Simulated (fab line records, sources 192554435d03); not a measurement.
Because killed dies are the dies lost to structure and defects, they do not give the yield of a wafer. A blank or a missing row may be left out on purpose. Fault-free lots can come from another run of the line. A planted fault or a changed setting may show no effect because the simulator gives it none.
fab line records	flow n5-finfet	part 2 of 2: steps 4 to 6 of 6
record: lots: 24	wafers: 72	last-day: 17
route steps=1938 shown GATE_CUT@477 MOL_CONTACT_COAG@543
lots untouched by any fault: they come from a run of this same line in which no faults occurred
start-h: start of the lot's first displayed wafer, in hours after the record's first day	wait-h: how many hours have passed since the lot's step before this one	" as in the row above	L1.1+2: a single row standing in for several wafers	- value missing, or start not given	* or withheld: withheld	< > ~ a bound
route shown NAME@n: a module of which the file shows steps, and the number in the route of the first	usual: average and standard deviation across the fault-free wafers	same: alike in all rows	chamber/n: place in a boat	sites: the reading at each site	_std_site: the standard deviation of these	_edge_site: mean of outer sites minus mean of inner sites	radius-mm: how far each site lies from the wafer's centre	mask NAME#n: copy n	behind: the most recent tool/chamber to have shaped the wafer	hold: cause of the lot's hold/its duration in hours/its outcome	device: whichever transistor did not switch (one of n, p or np)	end of line: the same wafers' tests at the end of the route	a step with no rows: only its recipe	killed: at the first sort, the dies lost to defects and structure; wafer yield is something else	map: the dies of a wafer, with x for killed, . for not killed, _ for no die there
set.NAME: the run value of the setting; set.NAME@STEP: its run value at that earlier step	model.NAME: the simulator's own value behind a step, which no gauge read
one table for each step of the route and one row for each wafer, over a sample of lots
services: a tool's chamber out of use, with start hour (start-h, from the record's first day; less than 0 if before it), hours out, and reason
== steps ==
step: N5_GATE_CUT_VAPOR_ETCH_48
recipe: chemistry: BCl3/Cl2	target: TiN	mode: isotropic
usual: drypump-motor-current-A: 5.6/0.41	he-backside-leak-sccm: 3.4/0.33	oes-product-au: 0.73/0.078
lot.wafer	tool	chamber	start-h	wait-h	drypump-motor-current-A	he-backside-leak-sccm	oes-product-au
L074.4	rie-metal-03	0	84.89	0.0	5.8	3.4	0.76
L074.5	"	1	"	"	5.2	3.7	0.72
L074.6	"	0	"	"	5.8	3.3	0.75
L075.1	rie-metal-03	1	93.18	0.0	5.1	3.6	0.71
L075.3	"	1	"	"	5.2	3.7	0.70
L075.6	"	1	"	"	5.2	3.5	0.70
L076.1	rie-metal-03	1	98.26	0.0	5.1	3.4	0.70
L076.3	"	1	"	"	5.1	3.6	0.70
L076.5	"	1	"	"	5.1	3.4	0.71
L077.1	rie-metal-01	0	106.48	0.0	6.0	3.0	0.79
L077.2	"	1	"	"	5.2	3.3	0.66
L077.5	"	1	"	"	5.1	3.2	0.67
L078.1	rie-metal-01	0	108.56	0.0	6.0	3.0	0.78
L078.3	"	0	"	"	6.0	3.0	0.78
L078.5	"	1	"	"	5.2	3.1	0.66
L079.2	rie-metal-02	1	114.08	0.0	5.2	3.2	0.82
L079.4	"	0	"	"	6.3	3.7	0.58
L079.5	"	1	"	"	5.2	3.2	0.82
L080.1	rie-metal-02	1	119.28	0.0	5.2	3.4	0.81
L080.4	"	1	"	"	5.2	3.4	0.82
L080.6	"	0	"	"	6.3	3.8	0.58
L081.3	rie-metal-03	0	127.72	0.0	5.8	3.6	0.74
L081.4	"	1	"	"	5.2	3.5	0.69
L081.5	"	1	"	"	5.2	3.4	0.71
L082.2	rie-metal-03	0	134.29	0.0	5.8	3.5	0.73
L082.3	"	0	"	"	5.8	3.6	0.74
L082.6	"	1	"	"	5.1	3.4	0.70
L083.3	rie-metal-02	1	143.14	0.1	5.2	3.3	0.81
L083.4	"	1	"	"	5.3	3.3	0.81
L083.5	"	1	"	"	5.3	3.4	0.81
L084.4	rie-metal-01	0	145.08	0.0	6.0	3.0	0.77
L084.5	"	0	"	"	6.0	3.2	0.78
L084.6	"	1	"	"	5.2	3.4	0.66
L085.2	rie-metal-03	1	150.68	0.0	5.1	3.4	0.69
L085.4	"	0	"	"	5.8	3.7	0.73
L085.5	"	1	"	"	5.1	3.6	0.70
L086.1	rie-metal-03	0	154.59	0.0	5.8	3.8	0.74
L086.2	"	1	"	"	5.1	3.4	0.70
L086.6	"	1	"	"	5.2	3.5	0.70
L087.1	rie-metal-03	0	162.98	0.0	5.8	3.9	0.74
L087.2	"	1	"	"	5.1	3.3	0.70
L087.3	"	1	"	"	5.2	3.5	0.70
L088.1	rie-metal-03	0	172.14	0.0	5.8	3.6	0.73
L088.4	"	1	"	"	5.1	3.6	0.69
L088.5	"	0	"	"	5.8	3.6	0.73
L089.1	rie-metal-03	1	176.51	0.0	5.2	3.5	0.70
L089.3	"	1	"	"	5.2	3.6	0.70
L089.6	"	1	"	"	5.2	3.5	0.70
L090.3	rie-metal-01	0	178.83	0.0	6.0	3.2	0.77
L090.4	"	1	"	"	5.2	3.2	0.65
L090.6	"	1	"	"	5.2	3.4	0.65
L091.1	rie-metal-01	1	187.19	0.0	5.2	3.2	0.65
L091.2	"	0	"	"	6.0	3.0	0.77
L091.6	"	1	"	"	5.2	3.3	0.65
L092.1	rie-metal-02	0	193.62	0.0	6.3	3.5	1.00
L092.2	"	1	"	"	5.3	3.4	0.78
L092.3	"	0	"	"	6.3	3.6	1.00
L093.3	rie-metal-02	1	198.53	0.0	5.3	3.3	0.79
L093.4	"	0	"	"	6.3	3.6	0.98
L093.6	"	0	"	"	6.3	3.6	1.00
L094.1	rie-metal-03	0	206.56	0.0	5.8	3.9	0.71
L094.4	"	1	"	"	5.2	3.5	0.69
L094.6	"	1	"	"	5.2	3.6	0.69
L095.1	rie-metal-01	1	215.82	0.0	5.2	3.2	0.65
L095.4	"	0	"	"	6.0	3.4	0.76
L095.5	"	1	"	"	5.2	3.4	0.64
L097.2	rie-metal-01	1	223.65	0.0	5.2	3.4	0.64
L097.3	"	0	"	"	6.0	3.0	0.76
L097.6	"	0	"	"	6.0	3.1	0.77
L096.3	rie-metal-03	0	224.85	0.0	5.8	3.6	0.71
L096.4	"	1	"	"	5.2	3.6	0.68
L096.6	"	0	"	"	5.8	3.5	0.72
step: N5_GATE_CUT_VAPOR_ETCH_51
recipe: chemistry: BCl3/Cl2	target: HfO2	mode: isotropic
usual: drypump-motor-current-A: 5.6/0.42	he-backside-leak-sccm: 3.46/0.22	oes-product-au: 0.73/0.078
lot.wafer	tool	chamber	start-h	wait-h	drypump-motor-current-A	he-backside-leak-sccm	oes-product-au
L074.4	rie-metal-03	0	84.95	0.0	5.8	3.73	0.75
L074.5	"	1	"	"	5.1	3.38	0.71
L074.6	"	0	"	"	5.8	3.83	0.74
L075.1	rie-metal-03	1	93.24	0.0	5.1	3.52	0.70
L075.3	"	1	"	"	5.2	3.53	0.70
L075.6	"	1	"	"	5.1	3.56	0.70
L076.1	rie-metal-03	1	98.32	0.0	5.2	3.68	0.70
L076.3	"	1	"	"	5.2	3.37	0.71
L076.5	"	1	"	"	5.2	3.46	0.71
L077.1	rie-metal-01	0	106.54	0.0	6.0	3.37	0.79
L077.2	"	1	"	"	5.2	3.19	0.66
L077.5	"	1	"	"	5.2	3.21	0.65
L078.1	rie-metal-01	0	108.62	0.0	6.0	3.06	0.78
L078.3	"	0	"	"	6.0	2.86	0.79
L078.5	"	1	"	"	5.2	3.13	0.67
L079.2	rie-metal-02	1	114.14	0.0	5.2	3.27	0.82
L079.4	"	0	"	"	6.3	3.74	0.58
L079.5	"	1	"	"	5.2	3.38	0.81
L080.1	rie-metal-02	1	119.34	0.0	5.2	3.41	0.82
L080.4	"	1	"	"	5.2	3.33	0.82
L080.6	"	0	"	"	6.3	3.79	0.58
L081.3	rie-metal-03	0	127.78	0.0	5.8	3.52	0.75
L081.4	"	1	"	"	5.2	3.53	0.70
L081.5	"	1	"	"	5.1	3.69	0.70
L082.2	rie-metal-03	0	134.35	0.0	5.8	3.40	0.74
L082.3	"	0	"	"	5.8	3.39	0.74
L082.6	"	1	"	"	5.1	3.72	0.71
L083.3	rie-metal-02	1	143.26	0.1	5.2	3.52	0.81
L083.4	"	1	"	"	5.2	3.38	0.81
L083.5	"	1	"	"	5.2	3.37	0.81
L084.4	rie-metal-01	0	145.14	0.0	6.0	3.00	0.77
L084.5	"	0	"	"	6.0	2.91	0.78
L084.6	"	1	"	"	5.2	3.17	0.65
L085.2	rie-metal-03	1	150.74	0.0	5.1	3.53	0.69
L085.4	"	0	"	"	5.8	3.75	0.74
L085.5	"	1	"	"	5.1	3.32	0.69
L086.1	rie-metal-03	0	154.65	0.0	5.8	3.60	0.74
L086.2	"	1	"	"	5.2	3.91	0.71
L086.6	"	1	"	"	5.1	3.75	0.70
L087.1	rie-metal-03	0	163.04	0.0	5.8	3.69	0.73
L087.2	"	1	"	"	5.1	3.49	0.70
L087.3	"	1	"	"	5.2	3.68	0.70
L088.1	rie-metal-03	0	172.20	0.0	5.8	3.85	0.74
L088.4	"	1	"	"	5.2	3.61	0.71
L088.5	"	0	"	"	5.8	3.64	0.73
L089.1	rie-metal-03	1	176.57	0.0	5.2	3.61	0.69
L089.3	"	1	"	"	5.1	3.53	0.70
L089.6	"	1	"	"	5.1	3.46	0.69
L090.3	rie-metal-01	0	178.89	0.0	6.0	3.53	0.77
L090.4	"	1	"	"	5.2	3.52	0.65
L090.6	"	1	"	"	5.2	3.37	0.65
L091.1	rie-metal-01	1	187.27	0.0	5.2	3.42	0.66
L091.2	"	0	"	"	6.0	3.17	0.77
L091.6	"	1	"	"	5.2	3.59	0.65
L092.1	rie-metal-02	0	193.68	0.0	6.3	3.58	1.00
L092.2	"	1	"	"	5.2	3.19	0.79
L092.3	"	0	"	"	6.4	3.43	1.00
L093.3	rie-metal-02	1	198.59	0.0	5.2	3.24	0.79
L093.4	"	0	"	"	6.3	3.60	1.00
L093.6	"	0	"	"	6.3	3.55	0.98
L094.1	rie-metal-03	0	206.62	0.0	5.8	3.52	0.71
L094.4	"	1	"	"	5.2	3.53	0.68
L094.6	"	1	"	"	5.2	3.58	0.68
L095.1	rie-metal-01	1	215.88	0.0	5.2	3.51	0.65
L095.4	"	0	"	"	6.0	3.51	0.76
L095.5	"	1	"	"	5.2	3.29	0.65
L097.2	rie-metal-01	1	223.71	0.0	5.2	3.22	0.64
L097.3	"	0	"	"	6.0	3.15	0.76
L097.6	"	0	"	"	6.0	3.36	0.75
L096.3	rie-metal-03	0	224.91	0.0	5.8	3.67	0.71
L096.4	"	1	"	"	5.1	3.58	0.68
L096.6	"	0	"	"	5.8	3.65	0.72
step: N5_MOL_CONTACT_COAG_TI_SIL_19
recipe: material: Ti	target-thk-a: 42	temp-c: 200	chamber-pressure-pa: 5	power-w: 5000	time-s: 15
usual: throttle-valve-pct: 30.2/0.94
lot.wafer	tool	chamber	start-h	wait-h	throttle-valve-pct
L074.4	pvd-sputter-01	-	89.12	0.1	30.6
L074.5	"	-	"	"	31.8
L074.6	"	-	"	"	30.0
L075.1	pvd-sputter-02	-	97.33	0.3	28.9
L075.3	"	-	"	"	29.2
L075.6	"	-	"	"	29.8
L076.1	pvd-sputter-02	-	104.86	0.2	30.1
L076.3	"	-	"	"	29.1
L076.5	"	-	"	"	29.2
L077.1	pvd-sputter-01	-	110.67	0.2	29.8
L077.2	"	-	"	"	30.9
L077.5	"	-	"	"	30.6
L078.1	pvd-sputter-03	-	114.31	0.3	29.0
L078.3	"	-	"	"	31.6
L078.5	"	-	"	"	29.9
L079.2	pvd-sputter-03	-	120.29	0.2	30.0
L079.4	"	-	"	"	29.4
L079.5	"	-	"	"	30.2
L080.1	pvd-sputter-01	-	124.08	0.5	30.6
L080.4	"	-	"	"	32.0
L080.6	"	-	"	"	31.7
L081.3	pvd-sputter-01	-	132.12	0.1	31.9
L081.4	"	-	"	"	30.0
L081.5	"	-	"	"	31.7
L082.2	pvd-sputter-03	-	138.54	0.2	29.7
L082.3	"	-	"	"	29.2
L082.6	"	-	"	"	30.3
L083.3	pvd-sputter-03	-	147.51	0.1	31.7
L083.4	"	-	"	"	30.3
L083.5	"	-	"	"	29.2
L084.4	pvd-sputter-03	-	149.26	0.1	30.1
L084.5	"	-	"	"	30.2
L084.6	"	-	"	"	32.0
L085.2	pvd-sputter-03	-	155.61	0.2	29.1
L085.4	"	-	"	"	31.8
L085.5	"	-	"	"	29.2
L086.1	pvd-sputter-03	-	159.19	0.2	31.6
L086.2	"	-	"	"	30.3
L086.6	"	-	"	"	31.6
L087.1	pvd-sputter-01	-	167.80	0.2	29.8
L087.2	"	-	"	"	29.8
L087.3	"	-	"	"	30.6
L088.1	pvd-sputter-02	-	176.79	0.4	29.9
L088.4	"	-	"	"	29.3
L088.5	"	-	"	"	29.2
L089.1	pvd-sputter-03	-	181.75	0.2	29.7
L089.3	"	-	"	"	31.7
L089.6	"	-	"	"	31.8
L090.3	pvd-sputter-03	-	185.58	0.4	31.9
L090.4	"	-	"	"	30.2
L090.6	"	-	"	"	31.5
L091.1	pvd-sputter-01	-	191.90	0.2	30.4
L091.2	"	-	"	"	30.7
L091.6	"	-	"	"	29.8
L092.1	pvd-sputter-01	-	198.88	0.2	29.9
L092.2	"	-	"	"	30.8
L092.3	"	-	"	"	29.8
L093.3	pvd-sputter-03	-	203.13	0.1	30.0
L093.4	"	-	"	"	29.2
L093.6	"	-	"	"	30.1
L094.1	pvd-sputter-03	-	211.29	0.4	30.0
L094.4	"	-	"	"	29.3
L094.6	"	-	"	"	29.3
L095.1	pvd-sputter-02	-	220.18	0.3	29.3
L095.4	"	-	"	"	29.9
L095.5	"	-	"	"	29.2
L097.2	pvd-sputter-02	-	228.02	0.2	28.9
L097.3	"	-	"	"	29.1
L097.6	"	-	"	"	29.5
L096.3	pvd-sputter-01	-	229.72	0.1	31.9
L096.4	"	-	"	"	30.7
L096.6	"	-	"	"	30.2
== services ==
tool	chamber	start-h	hours	kind
pecvd-02	-	70.15	1.5	repair
pecvd-02	0	73.14	8.3	repair
rie-diel-01	3	89.53	8.7	repair
pvd-sputter-03	-	92.09	4.6	repair
rie-diel-01	3	103.31	18.9	repair
rie-diel-02	2	105.26	7.6	repair
pvd-sputter-02	-	106.02	18.2	repair
rie-metal-02	-	107.43	2.8	pm
rie-metal-03	-	108.13	14.6	pm
rie-diel-06	0	115.84	5.3	repair
rie-diel-06	1	128.14	16.7	repair
pvd-sputter-03	-	131.77	0.5	repair
rie-diel-02	2	132.32	6.3	repair
pecvd-04	-	133.72	14.6	pm
pvd-sputter-03	-	135.06	2.9	repair
rie-metal-02	0	142.03	22.0	repair
rie-diel-06	2	142.69	23.3	repair
pecvd-01	-	166.23	6.0	pm
pecvd-04	0	173.37	10.2	repair
pecvd-01	-	176.61	1.2	repair
rie-metal-03	0	178.85	7.3	repair
pecvd-04	2	190.12	32.7	repair
rie-diel-02	-	215.56	14.6	pm
rie-metal-02	1	222.25	16.5	repair
